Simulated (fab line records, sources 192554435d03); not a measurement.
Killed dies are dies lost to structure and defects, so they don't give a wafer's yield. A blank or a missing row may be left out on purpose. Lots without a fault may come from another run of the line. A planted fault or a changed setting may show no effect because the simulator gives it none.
fab line records | flow n5_finfet | part 1 of 2: steps 1 to 4 of 6
record lots=22 wafers=66 last_day=18
route steps=1938 shown BEOL_M10@1492 BEOL_M11@1571
lots that met no fault: from a run of the same line without faults
start_h: hours from the record's first day to the start of the lot's first wafer shown | wait_h: hours since the lot's step before | " the same as in the row above | L1.1+2: a row that stands for several wafers | - no value, or no start given | * or withheld: withheld | < > ~ a bound
route shown NAME@n: a module of which the file shows steps, and the number in the route of the first | usual: mean/standard deviation of fault-free wafers | same: alike in all rows | chamber/n: place in a boat | sites: the reading at each site | _std_site: their standard deviation | _edge_site: outer sites' mean less inner sites' | radius_mm: how far each site lies from the wafer's centre | mask NAME#n: copy n | behind: the tool/chamber that last shaped the wafer | hold: why the lot was held/for how many hours/how that ended | device: the transistor (n, p or np) that didn't switch | end of line: the same wafers' tests at the end of the route | a step without rows: its recipe alone | killed: dies lost to structure and defects at the first sort, not the wafer's yield | map: a wafer's dies, x killed, . not, _ none there
set.NAME: the setting as run; set.NAME@STEP: as run at that earlier step | model.NAME: the simulator's own value behind a step, which no gauge read
steps of the route over a sample of lots; a table a step, a row a wafer
services: from which hour (start_h, from the record's first day; less than 0 if before it) a tool's chamber was out of use, for how many hours, and why
## steps
# step N5_BEOL_M10_STRIP_19
# recipe chemistry=O2 power_w=400 temp_c=40 pressure_mtorr=30 rf_frequency_hz=6e+07 bias_power_w=0 overash_fraction=0.2 o2_flow_sccm=225
# usual drypump_motor_current_A=5.5/0.37 o2_flow_sccm=225.0/0.67 oes_product_au=0.80/0.067 rf_vpp_V=3.6/0.6 showerhead_plenum_p_Torr=2.14/0.067 throttle_valve_pct=16.66/0.24
# columns lot.wafer tool chamber start_h wait_h drypump_motor_current_A o2_flow_sccm oes_product_au rf_hours_counter_h rf_vpp_V showerhead_plenum_p_Torr throttle_valve_pct
L074.1 rie_diel-01 1 212.87 0.1 5.7 225.9 0.87 41 3.9 2.22 16.86
L074.2 " 3 " " 5.7 224.3 0.75 132 3.3 2.11 17.00
L074.3 " 2 " " 5.2 225.9 0.80 99 4.0 2.09 16.23
L076.3 rie_diel-01 3 234.11 0.1 5.7 226.0 0.75 141 3.2 2.10 17.02
L076.4 " 2 " " 5.2 224.7 0.78 107 3.1 2.09 16.24
L076.5 " 0 " " 6.0 225.4 0.95 - 3.4 2.21 16.37
L079.1 rie_diel-05 2 237.35 0.1 5.1 225.4 0.95 7 3.3 2.15 16.31
L079.2 " 1 " " 5.6 226.8 0.74 159 4.5 2.22 16.54
L079.3 " 3 " " 5.1 225.2 0.81 103 2.7 2.13 16.84
L078.2 rie_diel-02 2 243.27 0.1 6.3 223.8 0.83 74 4.9 2.19 16.53
L078.4 " 1 " " 4.9 224.7 0.77 119 3.5 2.22 16.76
L078.5 " 0 " " 4.9 225.8 0.76 - 2.7 2.09 16.63
L080.2 rie_diel-02 3 255.93 0.1 5.2 224.6 0.72 154 2.1 2.11 16.84
L080.4 " 1 " " 5.0 225.8 0.76 123 3.9 2.22 16.75
L080.5 " 2 " " 6.4 225.3 0.83 - 2.9 2.19 16.54
L083.1 rie_diel-01 0 260.50 0.1 6.0 224.6 0.94 14 5.4 2.21 16.38
L083.3 " 1 " " 5.7 225.0 0.82 60 3.4 2.21 16.88
L083.4 " 2 " " 5.2 225.3 0.77 118 2.9 2.08 16.28
L081.2 rie_diel-01 2 260.54 0.1 5.2 225.7 0.78 118 3.2 2.08 16.27
L081.3 " 3 " " 5.7 225.0 0.74 152 3.8 2.10 17.04
L081.5 " 2 " " 5.2 224.8 0.78 - 3.8 2.08 16.26
L082.1 rie_diel-01 0 267.85 0.1 6.1 224.4 0.92 15 2.9 2.21 16.39
L082.4 " 1 " " 5.7 224.9 0.81 62 3.1 2.21 16.86
L082.6 " 1 " " 5.7 224.3 0.82 - 3.7 2.21 16.88
L084.1 rie_diel-05 2 282.17 0.3 5.2 224.8 0.92 23 3.8 2.15 16.35
L084.4 " 1 " " 5.6 225.5 0.74 174 3.8 2.22 16.57
L084.6 " 1 " " 5.6 225.4 0.74 - 2.8 2.22 16.56
L085.1 rie_diel-05 1 290.21 0.1 5.6 224.2 0.73 177 2.4 2.22 16.56
L085.2 " 2 " " 5.2 224.5 0.91 25 3.6 2.15 16.33
L085.3 " 0 " " 5.4 225.2 0.82 95 3.7 2.02 16.71
L086.3 rie_diel-05 2 301.13 0.1 5.2 224.9 0.92 28 4.1 2.14 16.33
L086.4 " 1 " " 5.6 225.5 0.73 180 4.3 2.22 16.57
L086.6 " 2 " " 5.2 225.9 0.91 - 3.8 2.14 16.35
L089.2 rie_diel-05 3 305.74 0.2 5.1 225.6 0.81 124 3.2 2.12 16.86
L089.4 " 1 " " 5.6 224.4 0.74 - 3.5 2.21 16.60
L089.5 " 3 " " 5.1 225.9 0.80 - 3.7 2.12 16.88
L087.2 rie_diel-05 0 310.21 0.1 5.4 225.1 0.82 100 4.2 2.01 16.73
L087.3 " 1 " " 5.6 225.7 0.73 183 4.1 2.21 16.58
L087.4 " 3 " " 5.1 224.0 0.79 125 4.2 2.12 16.88
L088.3 rie_diel-05 1 311.84 0.1 5.6 226.7 0.72 183 3.3 2.21 16.58
L088.4 " 2 " " 5.2 225.3 0.91 31 3.9 2.14 16.35
L088.5 " 2 " " 5.2 226.0 0.90 - 4.5 2.14 16.34
L090.1 rie_diel-05 1 326.62 0.1 5.6 223.5 0.72 187 3.5 2.21 16.56
L090.2 " 3 " " 5.1 224.9 0.79 130 4.0 2.12 16.88
L090.3 " 0 " " 5.4 223.3 0.82 104 4.3 2.01 16.73
L091.1 rie_diel-01 0 333.44 0.1 6.1 224.7 0.90 38 3.9 2.20 16.43
L091.5 " 1 " " 5.7 223.9 0.81 - 3.4 2.21 16.91
L091.6 " 2 " " 5.2 225.6 0.76 - 3.9 2.08 16.32
L094.2 rie_diel-02 1 343.09 0.2 5.0 224.7 0.74 154 4.8 2.21 16.81
L094.3 " 2 " " 6.4 225.6 0.78 107 3.0 2.18 16.57
L094.5 " 1 " " 5.0 224.1 0.74 - 3.0 2.21 16.80
L093.2 rie_diel-02 2 345.52 0.1 6.3 223.6 0.78 108 3.2 2.18 16.56
L093.4 " 1 " " 5.0 225.0 0.73 155 3.2 2.21 16.82
L093.6 " 0 " " 4.9 224.8 0.73 - 2.9 2.08 16.70
L095.1 rie_diel-01 1 350.12 0.1 5.7 224.2 0.80 87 3.3 2.20 16.96
L095.4 " 3 " " 5.7 223.4 0.71 184 4.2 2.09 17.11
L095.6 " 1 " " 5.7 226.1 0.80 - 3.5 2.20 16.93
L092.1 rie_diel-01 2 360.19 0.1 5.2 224.5 0.75 153 2.4 2.07 16.32
L092.3 " 0 " " 6.0 225.1 0.88 47 3.6 2.20 16.44
L092.4 " 1 " " 5.7 224.0 0.80 90 2.9 2.20 16.92
L096.1 rie_diel-05 2 365.18 0.2 5.1 225.5 0.87 49 4.0 2.14 16.41
L096.4 " 1 " " 5.6 224.5 0.71 200 3.8 2.21 16.61
L096.6 " 3 " " 5.1 225.1 0.77 - 3.9 2.11 16.93
L097.2 rie_diel-01 3 383.07 0.2 5.7 224.6 0.71 194 3.3 2.09 17.13
L097.5 " 0 " " 6.0 225.1 0.87 - 4.0 2.20 16.46
L097.6 " 1 " " 5.7 224.0 0.79 - 4.8 2.20 16.94
# step N5_BEOL_M10_DESCUM_33
# recipe chemistry=O2 time_s=7.9 source_power_w=50 bias_power_w=20 pressure_mtorr=20 rf_frequency_hz=2.712e+07 temp_c=40 resist=CAR-ArF o2_flow_sccm=225
# usual drypump_motor_current_A=5.4/0.43 o2_flow_sccm=225.0/0.64 oes_product_au=0.79/0.068 rf_vpp_V=243.8/1.2 showerhead_plenum_p_Torr=2.13/0.064 throttle_valve_pct=20.43/0.26
# columns lot.wafer tool chamber start_h wait_h drypump_motor_current_A o2_flow_sccm oes_product_au rf_hours_counter_h rf_vpp_V showerhead_plenum_p_Torr throttle_valve_pct
L074.1 rie_diel-01 2 215.24 0.3 5.2 226.3 0.79 100 244.0 2.09 19.95
L074.2 " 3 " " 5.7 225.3 0.76 132 242.9 2.10 20.78
L074.3 " 0 " " 6.0 223.6 1.01 1 245.9 2.21 20.09
L076.3 rie_diel-05 1 235.64 0.0 5.6 224.5 0.74 158 244.5 2.22 20.25
L076.4 " 3 " " 5.1 225.7 0.82 103 242.9 2.12 20.64
L076.5 " 3 " " 5.1 225.5 0.81 - 242.0 2.12 20.62
L079.1 rie_diel-02 0 238.17 0.3 4.8 224.8 0.76 170 242.0 2.09 20.40
L079.2 " 2 " " 6.4 225.1 0.83 71 244.0 2.18 20.24
L079.3 " 1 " " 5.0 224.8 0.77 116 245.6 2.22 20.56
L078.2 rie_diel-02 2 245.18 0.5 6.3 225.0 0.83 74 243.9 2.18 20.24
L078.4 " 3 " " 5.2 224.5 0.73 151 243.3 2.11 20.60
L078.5 " 1 " " 5.0 223.2 0.76 - 244.2 2.22 20.57
L080.2 rie_diel-01 2 258.87 0.1 5.2 224.9 0.77 117 243.2 2.08 19.96
L080.4 " 1 " " 5.7 224.9 0.83 - 244.7 2.21 20.67
L080.5 " 2 " " 5.2 224.6 0.78 - 244.5 2.08 19.96
L083.1 rie_diel-01 1 263.26 0.2 5.7 225.3 0.83 61 244.7 2.21 20.68
L083.3 " 3 " " 5.7 225.0 0.74 153 243.0 2.10 20.78
L083.4 " 0 " " 6.0 224.7 0.94 14 244.7 2.21 20.11
L081.2 rie_diel-05 2 263.31 0.0 5.2 225.8 0.93 16 243.6 2.14 20.11
L081.3 " 0 " " 5.4 224.6 0.84 86 242.9 2.01 20.49
L081.5 " 2 " " 5.2 224.8 0.94 - 243.4 2.14 20.11
L082.1 rie_diel-01 1 270.34 0.0 5.7 224.3 0.82 63 245.6 2.21 20.68
L082.4 " 2 " " 5.2 224.2 0.78 121 243.2 2.08 19.98
L082.6 " 0 " " 6.0 226.0 0.93 - 245.5 2.21 20.11
L084.1 rie_diel-05 1 282.94 0.2 5.6 225.4 0.74 175 246.4 2.21 20.30
L084.4 " 0 " " 5.4 224.3 0.83 93 241.1 2.01 20.51
L084.6 " 1 " " 5.6 226.1 0.74 - 244.3 2.21 20.27
L085.1 rie_diel-02 1 290.95 0.0 5.0 224.7 0.76 136 246.2 2.21 20.59
L085.2 " 2 " " 6.4 224.6 0.82 90 245.7 2.18 20.27
L085.3 " 3 " " 5.2 225.1 0.72 167 243.8 2.10 20.63
L086.3 rie_diel-01 0 305.39 0.0 6.1 225.5 0.90 28 244.2 2.20 20.13
L086.4 " 3 " " 5.7 225.4 0.73 168 242.2 2.09 20.82
L086.6 " 0 " " 6.2 225.2 0.92 - 244.8 2.20 20.13
L089.2 rie_diel-01 1 310.72 0.0 5.7 224.8 0.81 74 244.3 2.21 20.68
L089.4 " 2 " " 5.2 225.1 0.76 137 244.2 2.07 20.00
L089.5 " 1 " " 5.7 225.6 0.82 - 244.5 2.20 20.70
L087.2 rie_diel-02 2 310.93 0.2 6.3 224.4 0.81 95 243.8 2.18 20.28
L087.3 " 1 " " 5.0 225.9 0.75 141 243.3 2.21 20.60
L087.4 " 0 " " 4.8 224.5 0.75 195 242.4 2.08 20.42
L088.3 rie_diel-05 2 312.41 0.0 5.2 224.3 0.90 31 244.1 2.14 20.14
L088.4 " 1 " " 5.6 225.7 0.73 184 245.9 2.21 20.29
L088.5 " 1 " " 5.6 224.0 0.73 - 243.9 2.21 20.31
L090.1 rie_diel-01 0 328.29 0.0 6.0 225.7 0.89 36 245.0 2.20 20.14
L090.2 " 2 " " 5.2 224.3 0.75 142 243.9 2.07 20.01
L090.3 " 3 " " 5.7 226.3 0.72 176 243.5 2.09 20.83
L091.1 rie_diel-05 2 335.04 0.3 5.2 224.7 0.89 39 244.6 2.14 20.15
L091.5 " 3 " " 5.1 224.6 0.78 - 243.4 2.11 20.69
L091.6 " 2 " " 5.1 223.9 0.90 - 243.9 2.14 20.14
L094.2 rie_diel-02 0 344.51 0.1 4.9 225.6 0.72 208 244.0 2.07 20.48
L094.3 " 2 " " 6.3 225.1 0.79 107 244.4 2.17 20.29
L094.5 " 3 " " 5.2 225.3 0.70 - 242.0 2.10 20.64
L093.2 rie_diel-05 2 347.53 0.1 5.2 223.8 0.89 43 243.6 2.13 20.16
L093.4 " 1 " " 5.6 224.8 0.71 194 243.1 2.21 20.30
L093.6 " 3 " " 5.1 223.9 0.79 - 242.9 2.11 20.68
L095.1 rie_diel-05 1 351.32 0.6 5.6 224.6 0.72 196 244.6 2.21 20.32
L095.4 " 0 " " 5.4 225.2 0.80 113 243.0 2.01 20.55
L095.6 " 3 " " 5.1 224.0 0.78 - 242.4 2.11 20.69
L092.1 rie_diel-01 0 360.80 0.1 6.0 225.2 0.88 47 244.7 2.19 20.15
L092.3 " 2 " " 5.1 224.0 0.74 154 242.9 2.07 20.02
L092.4 " 1 " " 5.7 224.4 0.79 91 245.0 2.20 20.71
L096.1 rie_diel-02 0 365.86 0.0 4.8 226.2 0.73 215 243.6 2.07 20.46
L096.4 " 2 " " 6.4 224.9 0.78 114 244.3 2.17 20.31
L096.6 " 0 " " 4.9 225.5 0.72 - 240.7 2.07 20.46
L097.2 rie_diel-02 1 387.80 0.1 5.0 225.4 0.72 168 243.5 2.20 20.64
L097.5 " 3 " " 5.2 224.9 0.70 - 244.5 2.09 20.67
L097.6 " 2 " " 6.3 224.8 0.77 - 243.8 2.17 20.31
# step N5_BEOL_M10_DEGAS_44
# recipe ambient=vacuum temp_c=250 time_s=60
# usual heater_power_w=322/35
# columns lot.wafer tool chamber start_h wait_h heater_power_w
L074.1 pvd_sputter-03 - 216.64 0.7 278
L074.2 " - " " 304
L074.3 " - " " 262
L076.3 pvd_sputter-02 - 236.73 0.2 354
L076.4 " - " " 337
L076.5 " - " " 356
L079.1 pvd_sputter-01 - 239.40 0.4 344
L079.2 " - " " 326
L079.3 " - " " 293
L078.2 pvd_sputter-02 - 246.42 0.4 359
L078.4 " - " " 319
L078.5 " - " " 330
L080.2 pvd_sputter-03 - 260.16 0.5 275
L080.4 " - " " 381
L080.5 " - " " 263
L083.1 pvd_sputter-02 - 264.27 0.3 353
L083.3 " - " " 322
L083.4 " - " " 342
L081.2 pvd_sputter-02 - 264.54 0.2 346
L081.3 " - " " 356
L081.5 " - " " 316
L082.1 pvd_sputter-02 - 271.68 0.6 333
L082.4 " - " " 350
L082.6 " - " " 356
L084.1 pvd_sputter-03 - 284.10 0.4 276
L084.4 " - " " 307
L084.6 " - " " 281
L085.1 pvd_sputter-03 - 292.05 0.4 310
L085.2 " - " " 275
L085.3 " - " " 260
L086.3 pvd_sputter-03 - 306.47 0.2 266
L086.4 " - " " 380
L086.6 " - " " 394
L089.2 pvd_sputter-01 - 311.73 0.2 291
L089.4 " - " " 324
L089.5 " - " " 293
L087.2 pvd_sputter-03 - 312.10 0.2 383
L087.3 " - " " 258
L087.4 " - " " 275
L088.3 pvd_sputter-03 - 315.09 1.4 310
L088.4 " - " " 377
L088.5 " - " " 375
L090.1 pvd_sputter-01 - 329.35 0.3 346
L090.2 " - " " 331
L090.3 " - " " 324
L091.1 pvd_sputter-01 - 336.21 0.3 294
L091.5 " - " " 321
L091.6 " - " " 357
L094.2 pvd_sputter-01 - 345.51 0.2 289
L094.3 " - " " 355
L094.5 " - " " 320
L093.2 pvd_sputter-01 - 348.92 0.6 343
L093.4 " - " " 330
L093.6 " - " " 350
L095.1 pvd_sputter-02 - 354.54 2.5 335
L095.4 " - " " 310
L095.6 " - " " 311
L092.1 pvd_sputter-03 - 363.80 2.3 308
L092.3 " - " " 278
L092.4 " - " " 383
L096.1 pvd_sputter-03 - 367.87 1.3 262
L096.4 " - " " 280
L096.6 " - " " 304
L097.2 pvd_sputter-01 - 389.12 0.5 340
L097.5 " - " " 321
L097.6 " - " " 293
# step N5_BEOL_M11_DESCUM_33
# recipe chemistry=O2 time_s=7.9 source_power_w=50 bias_power_w=20 pressure_mtorr=20 rf_frequency_hz=2.712e+07 temp_c=40 resist=CAR-ArF o2_flow_sccm=225
# usual drypump_motor_current_A=5.9/0.31 o2_flow_sccm=225.0/0.66 oes_product_au=0.82/0.086 rf_vpp_V=243.1/1.6 showerhead_plenum_p_Torr=2.08/0.086 throttle_valve_pct=20.33/0.28
# columns lot.wafer tool chamber start_h wait_h drypump_motor_current_A o2_flow_sccm oes_product_au rf_hours_counter_h rf_vpp_V showerhead_plenum_p_Torr throttle_valve_pct
L074.1 rie_diel-03 0 225.49 0.3 5.9 224.8 0.85 50 244.3 2.12 20.60
L074.2 " 1 " " 5.6 225.4 0.72 202 242.1 1.99 20.80
L074.3 " 2 " " 6.6 225.5 0.96 7 242.4 2.08 20.11
L076.3 rie_diel-06 1 241.94 0.0 6.2 226.2 0.87 46 243.2 2.04 20.53
L076.4 " 3 " " 5.9 225.3 0.75 146 242.4 2.02 20.60
L076.5 " 3 " " 6.0 225.5 0.75 - 241.0 2.02 20.59
L079.1 rie_diel-06 1 244.75 0.0 6.2 225.8 0.87 47 241.4 2.04 20.52
L079.2 " 3 " " 6.0 224.9 0.75 147 243.2 2.02 20.59
L079.3 " 2 " " 5.9 224.1 0.93 6 243.3 2.11 19.98
L078.2 rie_diel-04 3 253.39 0.0 5.6 225.6 0.78 142 240.9 1.94 20.27
L078.4 " 3 " " 5.6 224.4 0.77 - 240.4 1.94 20.28
L078.5 " 1 " " 6.2 224.3 0.73 - 244.3 2.18 20.41
L080.2 rie_diel-03 2 264.89 0.0 6.6 224.3 0.94 20 243.6 2.07 20.11
L080.4 " 0 " " 5.8 225.4 0.84 64 244.7 2.12 20.62
L080.5 " 3 " " 5.5 224.5 0.94 - 244.5 2.23 19.86
L083.1 rie_diel-06 2 271.30 0.1 5.9 224.6 0.90 16 244.9 2.11 19.97
L083.3 " 3 " " 6.0 225.2 0.73 157 242.6 2.02 20.61
L083.4 " 1 " " 6.2 224.3 0.85 57 242.1 2.04 20.53
L081.2 rie_diel-06 1 274.08 0.4 6.2 223.7 0.86 58 242.3 2.04 20.54
L081.3 " 2 " " 5.9 223.9 0.89 17 244.1 2.11 19.99
L081.5 " 3 " " 6.0 225.3 0.74 - 242.7 2.02 20.62
L082.1 rie_diel-06 0 280.29 0.0 5.4 224.9 0.96 4 244.7 2.23 20.11
L082.4 " 1 " " 6.2 225.3 0.86 59 242.1 2.04 20.55
L082.6 " 2 " " 5.9 225.6 0.91 - 244.1 2.11 19.99
L084.1 rie_diel-03 3 291.02 0.0 5.5 225.0 0.93 12 245.9 2.22 19.88
L084.4 " 2 " " 6.6 223.8 0.90 - 243.8 2.07 20.13
L084.6 " 3 " " 5.5 225.1 0.92 - 244.9 2.22 19.86
L085.1 rie_diel-06 1 299.56 0.0 6.2 225.1 0.86 65 242.6 2.04 20.57
L085.2 " 0 " " 5.5 224.3 0.93 10 245.5 2.23 20.13
L085.3 " 2 " " 5.9 224.8 0.88 24 244.5 2.11 19.99
L086.3 rie_diel-06 3 314.95 0.1 5.9 223.5 0.74 169 242.4 2.01 20.63
L086.4 " 1 " " 6.2 224.9 0.85 68 243.6 2.04 20.57
L086.6 " 3 " " 5.9 225.6 0.74 - 242.4 2.01 20.63
L089.2 rie_diel-03 1 317.27 0.0 5.6 224.7 0.70 232 241.1 1.98 20.84
L089.4 " 0 " " 5.9 224.9 0.80 77 242.5 2.11 20.64
L089.5 " 3 " " 5.5 223.9 0.90 - 244.0 2.22 19.87
L087.2 rie_diel-06 3 317.43 0.0 6.0 225.1 0.74 169 242.7 2.01 20.63
L087.3 " 1 " " 6.2 225.7 0.85 69 242.9 2.03 20.56
L087.4 " 0 " " 5.5 224.9 0.91 14 244.3 2.23 20.13
L088.3 rie_diel-03 0 320.34 0.3 5.8 226.2 0.81 79 244.2 2.11 20.63
L088.4 " 1 " " 5.6 225.5 0.70 233 242.3 1.98 20.83
L088.5 " 0 " " 5.9 226.8 0.82 - 243.0 2.11 20.65
L090.1 rie_diel-04 0 335.05 0.3 5.4 225.3 0.72 206 243.7 1.96 20.05
L090.2 " 1 " " 6.2 226.0 0.71 216 244.2 2.17 20.44
L090.3 " 2 " " 6.1 225.3 0.88 38 244.9 2.12 20.32
L091.1 rie_diel-06 3 344.51 0.0 6.0 225.4 0.74 176 242.0 2.01 20.65
L091.5 " 1 " " 6.2 225.2 0.84 - 242.7 2.03 20.58
L091.6 " 2 " " 5.9 225.5 0.88 - 244.3 2.10 20.02
L094.2 rie_diel-06 3 350.61 0.0 6.0 225.5 0.73 178 241.7 2.01 20.64
L094.3 " 2 " " 5.9 224.9 0.87 38 243.8 2.10 20.03
L094.5 " 2 " " 5.9 224.3 0.87 - 243.4 2.10 20.01
L093.2 rie_diel-04 1 358.16 0.0 6.2 225.4 0.69 223 243.4 2.17 20.44
L093.4 " 3 " " 5.6 226.1 0.74 171 240.6 1.93 20.32
L093.6 " 0 " " 5.4 224.7 0.72 - 242.1 1.96 20.07
L095.1 rie_diel-04 3 360.75 0.0 5.6 226.1 0.74 172 238.3 1.93 20.32
L095.4 " 1 " " 6.2 225.4 0.69 224 243.9 2.17 20.45
L095.6 " 1 " " 6.2 224.2 0.69 - 244.9 2.17 20.45
L092.1 rie_diel-03 0 370.97 0.0 5.8 224.5 0.78 95 244.4 2.11 20.68
L092.3 " 3 " " 5.5 225.2 0.86 37 244.4 2.21 19.89
L092.4 " 1 " " 5.6 224.6 0.69 249 242.5 1.98 20.87
L096.1 rie_diel-06 3 373.25 0.1 6.0 225.8 0.72 184 241.1 2.01 20.64
L096.4 " 1 " " 6.2 224.5 0.82 85 240.7 2.03 20.58
L096.6 " 2 " " 5.9 224.9 0.85 - 243.7 2.10 20.03
L097.2 rie_diel-06 2 396.06 0.0 5.9 224.9 0.84 51 243.0 2.10 20.04
L097.5 " 1 " " 6.2 225.6 0.81 - 243.8 2.03 20.60
L097.6 " 2 " " 5.9 224.8 0.84 - 245.6 2.10 20.03
